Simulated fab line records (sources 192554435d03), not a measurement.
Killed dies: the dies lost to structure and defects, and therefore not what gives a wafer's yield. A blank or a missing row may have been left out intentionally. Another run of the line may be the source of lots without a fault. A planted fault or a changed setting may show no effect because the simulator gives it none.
fab line records + flow n5Finfet
record
- lots=7
- wafers=39
route steps=1938 shown DUMMY_GATE@237 SD_EPI_N@293 HKMG_FIN@403 MOL_CONTACT_COAG@559
startH: hours from the record's first day to the start of the lot's first wafer shown + waitH: how many hours have passed since the lot's step before this one + " as in the row above + L1.1+2: one row covering several wafers at once + - no value, or no start given + * or withheld: withheld + < > ~ a bound
route shown NAME@n: a module of which the file shows steps, and the number in the route of the first + usual: mean/standard deviation taken from wafers without a fault + same: alike in all rows + chamber/n: place in a boat + sites: each site's reading + _std_site: their standard deviation + _edge_site: outer sites' mean less inner sites' + radiusMm: for every site, how far away it sits from the centre of the wafer + mask NAME#n: copy n + behind: the last tool/chamber to shape the wafer + hold: what put the lot on hold/how long, in hours/how the hold closed + device: the transistor (n, p or np) that didn't switch + end of line: the tests these same wafers got at the end of their route + step lacking rows: just its recipe + killed: dies that structure and defects cost at the first sort, which is not the same as the wafer's yield + map: the dies of a wafer, with x for killed, . for not killed, _ for no die there
set.NAME: the setting the step ran with; set.NAME@STEP: the setting that earlier step ran with + model.NAME: the simulator's own value behind a step, which no gauge read
lots where settings were altered on purpose, with a table for each step and a row for each wafer
## steps
# step N5_DUMMY_GATE_ETCH_37
# recipe
- chemistry=N2/H2
- target=SOC
- targetDepthA=600
- overetchA=300
- tempC=40
- ionEnergyEv=200
- pressureMtorr=30
- sourceW=840
- biasW=150
- n2FlowSccm=200
- h2FlowSccm=200
# usual
- rfVppV=524.4/1.5
| lot.wafer | tool       | chamber | startH | waitH | set.sourceW | rfVppV | model.SiARC_of_DUMMY_GATE_COAT_35.thkNm |
|-----------|------------|---------|--------|-------|-------------|--------|-----------------------------------------|
| L074.1    | rieDiel-03 | 2       | 50.39  | 0.0   | 840         | 523.1  | 5                                       |
| L074.2    | "          | 1       | "      | "     | 840         | 527.0  | 5                                       |
| L074.3    | "          | 0       | "      | "     | 840         | 522.8  | 5                                       |
| L074.4    | "          | 1       | "      | "     | 840         | 526.4  | 5                                       |
| L074.5    | "          | 2       | "      | "     | 840         | 524.5  | 5                                       |
| L074.6    | "          | 0       | "      | "     | 840         | 522.8  | 5                                       |
| L080.1    | rieDiel-05 | 2       | 84.15  | 0.0   | 976.5       | 499.9  | 4.4                                     |
| L080.2    | "          | 1       | "      | "     | 976.5       | 499.5  | 4.4                                     |
| L080.3    | "          | 0       | "      | "     | 840         | 522.6  | 5                                       |
| L080.4    | "          | 3       | "      | "     | 976.5       | 498.0  | 4.6                                     |
| L080.5    | "          | 1       | "      | "     | 840         | 525.2  | 5                                       |
| L080.6    | "          | 0       | "      | "     | 840         | 523.1  | 5                                       |
| L081.1    | rieDiel-05 | 1       | 88.63  | 0.0   | 840         | 523.7  | 5                                       |
| L081.2    | "          | 3       | "      | "     | 725.3       | 549.7  | 5.4                                     |
| L081.3    | "          | 2       | "      | "     | 725.3       | 552.3  | 5.2                                     |
| L081.4    | "          | 0       | "      | "     | 725.3       | 548.3  | 5.4                                     |
| L081.5    | "          | 3       | "      | "     | 840         | 523.8  | 5                                       |
| L081.6    | "          | 2       | "      | "     | 840         | 525.2  | 4.8                                     |
| L087.1    | rieDiel-03 | 3       | 126.78 | 0.0   | 840         | 524.3  | 5.2                                     |
| L087.2    | "          | 2       | "      | "     | 840         | 524.6  | 5                                       |
| L087.3    | "          | 0       | "      | "     | 840         | 520.9  | 5.2                                     |
| L087.4    | "          | 1       | "      | "     | 840         | 526.3  | 5.2                                     |
| L087.5    | "          | 3       | "      | "     | 840         | 526.2  | 5.2                                     |
| L087.6    | "          | 0       | "      | "     | 840         | 522.1  | 5.2                                     |
| L089.1    | rieDiel-05 | 3       | 137.83 | 0.0   | 840         | 525.4  | 5                                       |
| L089.2    | "          | 0       | "      | "     | 950.2       | 502.5  | 4.8                                     |
| L089.3    | "          | 1       | "      | "     | 950.2       | 504.6  | 4.6                                     |
| L089.4    | "          | 3       | "      | "     | 950.2       | 501.7  | 4.6                                     |
| L089.5    | "          | 0       | "      | "     | 840         | 523.3  | 5                                       |
| L089.6    | "          | 1       | "      | "     | 840         | 524.7  | 5                                       |
| L091.1    | rieDiel-01 | 2       | 147.50 | 0.0   | 840         | 521.5  | 5                                       |
| L091.3    | "          | 3       | "      | "     | 840         | 526.4  | 5                                       |
| L091.5    | "          | 2       | "      | "     | 840         | 522.4  | 5                                       |
| L092.1    | rieDiel-05 | 2       | 159.46 | 0.0   | 840         | 525.5  | 5                                       |
| L092.2    | "          | 0       | "      | "     | 840         | 522.3  | 5.2                                     |
| L092.3    | "          | 1       | "      | "     | 840         | 524.9  | 5                                       |
| L092.4    | "          | 3       | "      | "     | 840         | 525.3  | 5                                       |
| L092.5    | "          | 0       | "      | "     | 840         | 524.0  | 5.2                                     |
| L092.6    | "          | 1       | "      | "     | 840         | 523.6  | 5                                       |
# step N5_DUMMY_GATE_ETCH_31
# recipe
- chemistry=C4F6/O2
- target=SiO2
- maskMaterial=SOC
- targetDepthA=825
- timeS=27.5
- ionEnergyEv=250
- pressureMtorr=30
- sourceW=345
- biasW=185
- Ar_flow_sccm=300
- C4F6_flow_sccm=10
- O2_flow_sccm=10
| lot.wafer | tool       | chamber | startH | waitH | set.targetDepthA | model.etch.depthNm | model.SOC_of_DUMMY_GATE_COAT_34.thkNm |
|-----------|------------|---------|--------|-------|------------------|--------------------|---------------------------------------|
| L074.1    | rieDiel-01 | 3       | 50.82  | 0.1   | 825              | 82.18              | 51.8                                  |
| L074.2    | "          | 0       | "      | "     | 739.9            | 74.24              | 52.6                                  |
| L074.3    | "          | 2       | "      | "     | 825              | 83.46              | 51.6                                  |
| L074.4    | "          | 2       | "      | "     | 739.9            | 75.55              | 52.4                                  |
| L074.5    | "          | 0       | "      | "     | 825              | 82.83              | 51.8                                  |
| L074.6    | "          | 3       | "      | "     | 739.9            | 73.69              | 52.6                                  |
| L080.1    | rieDiel-03 | 2       | 84.57  | 0.2   | 791.2            | 78.07              | 52.4                                  |
| L080.2    | "          | 0       | "      | "     | 825              | 80.84              | 52                                    |
| L080.3    | "          | 1       | "      | "     | 825              | 80.56              | 52.2                                  |
| L080.4    | "          | 3       | "      | "     | 791.2            | 79.49              | 52                                    |
| L080.5    | "          | 0       | "      | "     | 825              | 80.56              | 52                                    |
| L080.6    | "          | 1       | "      | "     | 791.2            | 77.88              | 52.4                                  |
| L081.1    | rieDiel-05 | 1       | 89.09  | 0.2   | 930.6            | 93.49              | 50.6                                  |
| L081.2    | "          | 2       | "      | "     | 825              | 84.73              | 51.2                                  |
| L081.3    | "          | 3       | "      | "     | 930.6            | 93.55              | 50.4                                  |
| L081.4    | "          | 0       | "      | "     | 825              | 82.46              | 51.4                                  |
| L081.5    | "          | 1       | "      | "     | 930.6            | 92.23              | 50.6                                  |
| L081.6    | "          | 2       | "      | "     | 825              | 84.77              | 51.4                                  |
| L087.1    | rieDiel-03 | 2       | 127.06 | 0.0   | 825              | 81.85              | 51.8                                  |
| L087.2    | "          | 0       | "      | "     | 825              | 80.69              | 52                                    |
| L087.3    | "          | 3       | "      | "     | 762.8            | 75.57              | 52.4                                  |
| L087.4    | "          | 1       | "      | "     | 762.8            | 74.9               | 52.6                                  |
| L087.5    | "          | 3       | "      | "     | 762.8            | 75.21              | 52.4                                  |
| L087.6    | "          | 2       | "      | "     | 825              | 81.99              | 51.8                                  |
| L089.1    | rieDiel-03 | 2       | 138.11 | 0.0   | 825              | 83.07              | 51.8                                  |
| L089.2    | "          | 3       | "      | "     | 777.8            | 76.92              | 52.4                                  |
| L089.3    | "          | 1       | "      | "     | 825              | 81.53              | 52                                    |
| L089.4    | "          | 0       | "      | "     | 777.8            | 77.48              | 52.4                                  |
| L089.5    | "          | 3       | "      | "     | 777.8            | 77.84              | 52.4                                  |
| L089.6    | "          | 0       | "      | "     | 825              | 81.82              | 51.8                                  |
| L091.1    | rieDiel-05 | 3       | 147.78 | 0.0   | 825              | 83.4               | 51.6                                  |
| L091.3    | "          | 2       | "      | "     | 825              | 85.9               | 51                                    |
| L091.5    | "          | 3       | "      | "     | 825              | 82.91              | 51.6                                  |
| L092.1    | rieDiel-05 | 3       | 159.95 | 0.0   | 825              | 81.36              | 52                                    |
| L092.2    | "          | 2       | "      | "     | 825              | 84.74              | 51.6                                  |
| L092.3    | "          | 0       | "      | "     | 825              | 80.58              | 52                                    |
| L092.4    | "          | 1       | "      | "     | 825              | 82.29              | 52                                    |
| L092.5    | "          | 3       | "      | "     | 825              | 82.1               | 52.2                                  |
| L092.6    | "          | 2       | "      | "     | 825              | 85.06              | 51.4                                  |
# step N5_SD_EPI_N_LINER_46
# recipe
- material=SiNx
- targetThkA=30
- tempC=400
- aldPrecursorFamily=SiH2I2
- aldCoReactant=N2/H2-plasma
- pressureTorr=2
| lot.wafer        | tool      | chamber     | startH | waitH | set.targetThkA | model.SiNx_of_SD_EPI_N_LINER_46.thkNm |
|------------------|-----------|-------------|--------|-------|----------------|---------------------------------------|
| L074.1+2+6       | aldSin-02 | 3,1,0       | 57.35  | 0.7   | 30             | 3                                     |
| L074.3+4+5       | "         | 2,0,3       | "      | "     | 33.71          | 3.4                                   |
| L080.1+3+4       | aldSin-04 | 2,3,1       | 92.00  | 0.3   | 33.86          | 3.4                                   |
| L080.2+5+6       | "         | 0,3,2       | "      | "     | 30             | 3                                     |
| L081.1+3+4       | aldSin-02 | 1,0,2       | 95.04  | 0.2   | 32.48          | 3.2                                   |
| L081.2+5+6       | "         | 3,2,1       | "      | "     | 30             | 3                                     |
| L087.1+2+3+4+5+6 | aldSin-03 | 0,1,3,2,1,0 | 133.41 | 0.2   | 30             | 3                                     |
| L089.1+2+3+4+5+6 | aldSin-03 | 0,3,2,2,3,0 | 144.14 | 0.4   | 30             | 3                                     |
| L091.1+3+5       | aldSin-02 | 0,1,0       | 158.48 | 0.7   | 30             | 3                                     |
| L092.1+2+4       | aldSin-04 | 1,2,1       | 167.32 | 0.3   | 26.64          | 2.6                                   |
| L092.3+5+6       | "         | 0,2,0       | "      | "     | 30             | 3                                     |
# step N5_HKMG_FIN_ETCH_55
# recipe
- chemistry=N2/H2
- target=SOC
- targetDepthA=2400
- tempC=40
- timeS=300
- ionEnergyEv=200
- maskMaterial=SiARC
- pressureMtorr=30
- sourceW=840
- biasW=150
- n2FlowSccm=200
- h2FlowSccm=200
# usual
- rfVppV=524.2/2.2
| lot.wafer | tool       | chamber | startH | waitH | set.biasW | rfVppV | model.SiARC_of_HKMG_FIN_COAT_42.thkNm |
|-----------|------------|---------|--------|-------|-----------|--------|---------------------------------------|
| L074.1    | rieDiel-06 | 3       | 76.10  | 0.0   | 167.6     | 560.9  | 19.4                                  |
| L074.2    | "          | 0       | "      | "     | 167.6     | 561.4  | 18.8                                  |
| L074.3    | "          | 1       | "      | "     | 167.6     | 564.2  | 19.6                                  |
| L074.4    | "          | 2       | "      | "     | 150       | 523.6  | 21.2                                  |
| L074.5    | "          | 2       | "      | "     | 150       | 522.2  | 21.2                                  |
| L074.6    | "          | 3       | "      | "     | 150       | 523.4  | 21.4                                  |
| L080.1    | rieDiel-02 | 2       | 110.84 | 0.0   | 169.3     | 565.9  | 18.8                                  |
| L080.2    | "          | 1       | "      | "     | 169.3     | 563.4  | 18.8                                  |
| L080.3    | "          | 0       | "      | "     | 169.3     | 561.1  | 19.6                                  |
| L080.4    | "          | 3       | "      | "     | 150       | 528.0  | 20.8                                  |
| L080.5    | "          | 1       | "      | "     | 150       | 524.0  | 21.2                                  |
| L080.6    | "          | 2       | "      | "     | 150       | 524.9  | 21                                    |
| L081.1    | rieDiel-06 | 2       | 113.94 | 0.0   | 150       | 522.6  | 21.2                                  |
| L081.2    | "          | 0       | "      | "     | 150       | 523.1  | 20.8                                  |
| L081.3    | "          | 3       | "      | "     | 150       | 523.1  | 21.4                                  |
| L081.4    | "          | 0       | "      | "     | 140.2     | 501.7  | 22.2                                  |
| L081.5    | "          | 2       | "      | "     | 140.2     | 500.0  | 22.2                                  |
| L081.6    | "          | 3       | "      | "     | 140.2     | 501.2  | 22.4                                  |
| L087.1    | rieDiel-06 | 3       | 151.88 | 0.0   | 150       | 522.9  | 21.6                                  |
| L087.2    | "          | 0       | "      | "     | 150       | 524.5  | 21.2                                  |
| L087.3    | "          | 1       | "      | "     | 150       | 527.5  | 21.4                                  |
| L087.4    | "          | 2       | "      | "     | 150       | 521.0  | 21.4                                  |
| L087.5    | "          | 3       | "      | "     | 150       | 525.4  | 21.6                                  |
| L087.6    | "          | 0       | "      | "     | 150       | 524.6  | 21.2                                  |
| L089.1    | rieDiel-02 | 3       | 163.57 | 0.0   | 170.8     | 571.2  | 18.6                                  |
| L089.2    | "          | 2       | "      | "     | 170.8     | 569.1  | 19                                    |
| L089.3    | "          | 1       | "      | "     | 150       | 523.2  | 21.4                                  |
| L089.4    | "          | 1       | "      | "     | 150       | 521.2  | 21.4                                  |
| L089.5    | "          | 2       | "      | "     | 170.8     | 568.6  | 19                                    |
| L089.6    | "          | 3       | "      | "     | 150       | 529.0  | 21                                    |
| L091.1    | rieDiel-02 | 1       | 178.04 | 0.0   | 150       | 522.4  | 21.4                                  |
| L091.3    | "          | 3       | "      | "     | 150       | 527.4  | 20.8                                  |
| L091.5    | "          | 0       | "      | "     | 150       | 528.3  | 21.4                                  |
| L092.1    | rieDiel-04 | 2       | 185.34 | 0.0   | 150       | 525.0  | 20.6                                  |
| L092.2    | "          | 1       | "      | "     | 150       | 523.6  | 21.4                                  |
| L092.3    | "          | 3       | "      | "     | 150       | 525.0  | 21                                    |
| L092.4    | "          | 0       | "      | "     | 150       | 523.9  | 20.8                                  |
| L092.5    | "          | 0       | "      | "     | 150       | 524.8  | 21                                    |
| L092.6    | "          | 1       | "      | "     | 150       | 523.9  | 21.2                                  |
# step N5_HKMG_FIN_ETCH_31
# recipe
- chemistry=CF4
- target=SiARC
- targetDepthA=455
- maskMaterial=CAR-ArF
- timeS=75.8
- ionEnergyEv=80
- pressureMtorr=40
- sourceW=545
- biasW=36
- Ar_flow_sccm=100
- cf4FlowSccm=100
- ends=cleared
# usual
- etchRfOnTimeS=75.0/1.4
- rfVppV=184.3/1.1
| lot.wafer | tool       | chamber | startH | waitH | set.biasW | etchRfOnTimeS | rfVppV |
|-----------|------------|---------|--------|-------|-----------|---------------|--------|
| L074.1    | rieDiel-02 | 2       | 79.59  | 0.0   | 36        | 74.7          | 182.6  |
| L074.2    | "          | 0       | "      | "     | 36        | 77.4          | 183.5  |
| L074.3    | "          | 3       | "      | "     | 42.68     | 70.2          | 207.2  |
| L074.4    | "          | 1       | "      | "     | 42.68     | 73.1          | 205.1  |
| L074.5    | "          | 0       | "      | "     | 36        | 77.5          | 183.9  |
| L074.6    | "          | 3       | "      | "     | 42.68     | 70.4          | 207.0  |
| L080.1    | rieDiel-02 | 1       | 114.31 | 0.0   | 40.7      | 72.6          | 198.6  |
| L080.2    | "          | 0       | "      | "     | 36        | 77.4          | 182.3  |
| L080.3    | "          | 2       | "      | "     | 36        | 75.3          | 184.4  |
| L080.4    | "          | 3       | "      | "     | 36        | 74.5          | 185.9  |
| L080.5    | "          | 2       | "      | "     | 40.7      | 72.1          | 199.7  |
| L080.6    | "          | 3       | "      | "     | 40.7      | 71.0          | 202.4  |
| L081.1    | rieDiel-04 | 1       | 117.44 | 0.0   | 36        | 75.7          | 183.2  |
| L081.2    | "          | 0       | "      | "     | 36        | 75.0          | 185.5  |
| L081.3    | "          | 3       | "      | "     | 36        | 74.5          | 183.8  |
| L081.4    | "          | 2       | "      | "     | 36        | 72.8          | 185.7  |
| L081.5    | "          | 1       | "      | "     | 36        | 75.5          | 183.5  |
| L081.6    | "          | 0       | "      | "     | 36        | 74.6          | 186.1  |
| L087.1    | rieDiel-04 | 2       | 155.35 | 0.0   | 42.17     | 68.9          | 203.9  |
| L087.2    | "          | 1       | "      | "     | 36        | 75.2          | 184.4  |
| L087.3    | "          | 3       | "      | "     | 42.17     | 71.2          | 203.3  |
| L087.4    | "          | 0       | "      | "     | 36        | 75.2          | 183.8  |
| L087.5    | "          | 3       | "      | "     | 36        | 74.5          | 184.3  |
| L087.6    | "          | 2       | "      | "     | 42.17     | 69.0          | 204.7  |
| L089.1    | rieDiel-04 | 1       | 166.86 | 0.0   | 42.69     | 71.9          | 205.7  |
| L089.2    | "          | 3       | "      | "     | 36        | 75.0          | 184.0  |
| L089.3    | "          | 2       | "      | "     | 36        | 73.2          | 187.0  |
| L089.4    | "          | 0       | "      | "     | 36        | 75.1          | 185.9  |
| L089.5    | "          | 3       | "      | "     | 42.69     | 70.8          | 205.1  |
| L089.6    | "          | 2       | "      | "     | 42.69     | 68.4          | 206.6  |
| L091.1    | rieDiel-06 | 0       | 181.43 | 0.0   | 36        | 74.1          | 183.5  |
| L091.3    | "          | 3       | "      | "     | 36        | 76.6          | 182.9  |
| L091.5    | "          | 3       | "      | "     | 36        | 76.3          | 182.1  |
| L092.1    | rieDiel-02 | 2       | 188.66 | 0.0   | 36        | 74.8          | 182.7  |
| L092.2    | "          | 1       | "      | "     | 36        | 74.2          | 185.1  |
| L092.3    | "          | 3       | "      | "     | 36        | 73.4          | 185.5  |
| L092.4    | "          | 0       | "      | "     | 36        | 75.7          | 185.3  |
| L092.5    | "          | 2       | "      | "     | 36        | 74.9          | 184.0  |
| L092.6    | "          | 1       | "      | "     | 36        | 73.7          | 184.2  |
# step N5_MOL_CONTACT_COAG_ALD_27
# recipe
- material=SiOC
- targetThkA=170
- tempC=400
- aldPrecursorFamily=carbosiloxane
- aldCoReactant=H2-plasma
- pulseTimeS=1.5
- timeS=2720
- purgeTimeS=2
- coReactantPurgeTimeS=2
- aldCycles=340
- pressureTorr=2
| lot.wafer  | tool      | chamber | startH | waitH | set.aldCycles | model.SiOC_of_MOL_CONTACT_COAG_ALD_27.thkNm |
|------------|-----------|---------|--------|-------|---------------|---------------------------------------------|
| L074.1+3+5 | aldSin-04 | 2,3,2   | 99.08  | 0.0   | 367           | 18.4                                        |
| L074.2+4+6 | "         | 0,1,3   | "      | "     | 340           | 17                                          |
| L080.1+4+6 | aldSin-02 | 0,1,3   | 132.47 | 0.0   | 340           | 17                                          |
| L080.2     | "         | 2       | "      | "     | 287           | 14.2                                        |
| L080.3+5   | "         | 3,0     | "      | "     | 287           | 14.4                                        |
| L081.1+3+6 | aldSin-04 | 2,3,1   | 135.35 | 0.0   | 340           | 17                                          |
| L081.2+4   | "         | 0,1     | "      | "     | 378           | 19                                          |
| L081.5     | "         | 0       | "      | "     | 378           | 18.8                                        |
| L087.1+3+4 | aldSin-04 | 1,2,0   | 174.97 | 0.0   | 281           | 14                                          |
| L087.2+5+6 | "         | 3,0,3   | "      | "     | 340           | 17                                          |
| L089.1+6   | aldSin-04 | 3,1     | 184.99 | 0.0   | 340           | 17                                          |
| L089.2+5   | "         | 2       | "      | "     | 382           | 19.2                                        |
| L089.3     | "         | 1       | "      | "     | 340           | 17.2                                        |
| L089.4     | "         | 3       | "      | "     | 382           | 19                                          |
| L091.1+3+5 | aldSin-03 | 3,2,0   | 199.65 | 0.0   | 340           | 17                                          |
| L092.1+3+6 | aldSin-04 | 2,1,1   | 207.67 | 0.4   | 340           | 17                                          |
| L092.2+4+5 | "         | 3,3,2   | "      | "     | 374           | 18.8                                        |
## key
split
- step=N5_DUMMY_GATE_ETCH_37
- setting=sourceW
- stated=840
- by=wafer
response
- step=N5_DUMMY_GATE_ETCH_37
- reading=rfVppV
- change=-1.66
- per=1%
- r=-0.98
response
- step=N5_DUMMY_GATE_ETCH_37
- reading=model.SiARC_of_DUMMY_GATE_COAT_35.thkNm
- change=-0.0297
- per=1%
- r=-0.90
split
- step=N5_DUMMY_GATE_ETCH_31
- setting=targetDepthA
- stated=825
- by=wafer
response
- step=N5_DUMMY_GATE_ETCH_31
- reading=model.etch.depthNm
- change=+0.759
- per=1%
- r=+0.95
response
- step=N5_DUMMY_GATE_ETCH_31
- reading=model.SOC_of_DUMMY_GATE_COAT_34.thkNm
- change=-0.0714
- per=1%
- r=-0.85
split
- step=N5_SD_EPI_N_LINER_46
- setting=targetThkA
- stated=30
- by=wafer
response
- step=N5_SD_EPI_N_LINER_46
- reading=model.SiNx_of_SD_EPI_N_LINER_46.thkNm
- change=+0.0317
- per=1%
- r=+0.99
split
- step=N5_HKMG_FIN_ETCH_55
- setting=biasW
- stated=150
- by=wafer
response
- step=N5_HKMG_FIN_ETCH_55
- reading=rfVppV
- change=+3.19
- per=1%
- r=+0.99
response
- step=N5_HKMG_FIN_ETCH_55
- reading=model.SiARC_of_HKMG_FIN_COAT_42.thkNm
- change=-0.165
- per=1%
- r=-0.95
split
- step=N5_HKMG_FIN_ETCH_31
- setting=biasW
- stated=36
- by=wafer
response
- step=N5_HKMG_FIN_ETCH_31
- reading=etchRfOnTimeS
- change=*
- per=1%
- r=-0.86
response
- step=N5_HKMG_FIN_ETCH_31
- reading=rfVppV
- change=+1.17
- per=1%
- r=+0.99
split
- step=N5_MOL_CONTACT_COAG_ALD_27
- setting=aldCycles
- stated=340
- by=wafer
response
- step=N5_MOL_CONTACT_COAG_ALD_27
- reading=model.SiOC_of_MOL_CONTACT_COAG_ALD_27.thkNm
- change=+0.173
- per=1%
- r=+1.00
